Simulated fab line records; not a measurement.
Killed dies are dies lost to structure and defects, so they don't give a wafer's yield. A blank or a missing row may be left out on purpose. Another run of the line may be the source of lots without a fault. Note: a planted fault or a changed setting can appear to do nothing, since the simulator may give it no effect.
Matching of chambers / flow nand harc / NHARC_A_CONTACT_DEP_29 on pecvd-04 has 3 sister chambers
The step deposits SiON, target thk 100 nm. 16 wafers are shown with their chamber, then 8 later ones without.

EACH WAFER AND ITS CHAMBER
wafer=L075.2; chamber=1; heater power w (W)=702
wafer=L075.3; chamber=1; heater power w (W)=701
wafer=L075.6; chamber=2; heater power w (W)=842
wafer=L076.1; chamber=1; heater power w (W)=824
wafer=L076.3; chamber=0; heater power w (W)=827
wafer=L076.5; chamber=1; heater power w (W)=839
wafer=L076.2; chamber=0; heater power w (W)=815
wafer=L076.4; chamber=1; heater power w (W)=841
wafer=L076.6; chamber=0; heater power w (W)=841
wafer=L080.1; chamber=0; heater power w (W)=803
wafer=L080.2; chamber=1; heater power w (W)=792
wafer=L080.6; chamber=1; heater power w (W)=771
wafer=L083.3; chamber=2; heater power w (W)=845
wafer=L083.4; chamber=1; heater power w (W)=836
wafer=L083.5; chamber=2; heater power w (W)=694
wafer=L090.1; chamber=2; heater power w (W)=693

SIGNATURES (averages over the wafers above)
reading=heater power w; chamber 0=821.50; chamber 1=788.25; chamber 2=768.50; scatter within a chamber=60.5
Rule: a wafer lies at a distance from a chamber equal to the root of the sum of squares, over the readings, of (its reading less the chamber's mean, divided by the reading's scatter). The wafer belongs to the nearest chamber; if the next one is less than 2 further off, it can't be placed. The scatter: the root of (the sum of the squares of (reading less its chamber's mean) over the shown wafers, divided by (wafers less chambers)).

WAFERS WHOSE CHAMBER IS MISSING
wafer=L090.5; heater power w (W)=698
wafer=L090.6; heater power w (W)=705
wafer=L088.1; heater power w (W)=689
wafer=L088.5; heater power w (W)=843
wafer=L088.6; heater power w (W)=744
wafer=L094.3; heater power w (W)=734
wafer=L094.5; heater power w (W)=920
wafer=L094.6; heater power w (W)=779

EACH ONE'S CHAMBER
wafer=L090.5; from the rows above=can't be placed: 2 or 1 or 0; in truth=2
wafer=L090.6; from the rows above=can't be placed: 2 or 1 or 0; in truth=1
wafer=L088.1; from the rows above=can't be placed: 2 or 1 or 0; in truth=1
wafer=L088.5; from the rows above=can't be placed: 0 or 1 or 2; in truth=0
wafer=L088.6; from the rows above=can't be placed: 2 or 1 or 0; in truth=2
wafer=L094.3; from the rows above=can't be placed: 2 or 1 or 0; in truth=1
wafer=L094.5; from the rows above=can't be placed: 0 or 1 or 2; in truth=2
wafer=L094.6; from the rows above=can't be placed: 1 or 2 or 0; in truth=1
Placed correctly: 0 of 8. These rows do not allow placing 8 (true chamber among the candidates in 8). Placed wrongly: 0.
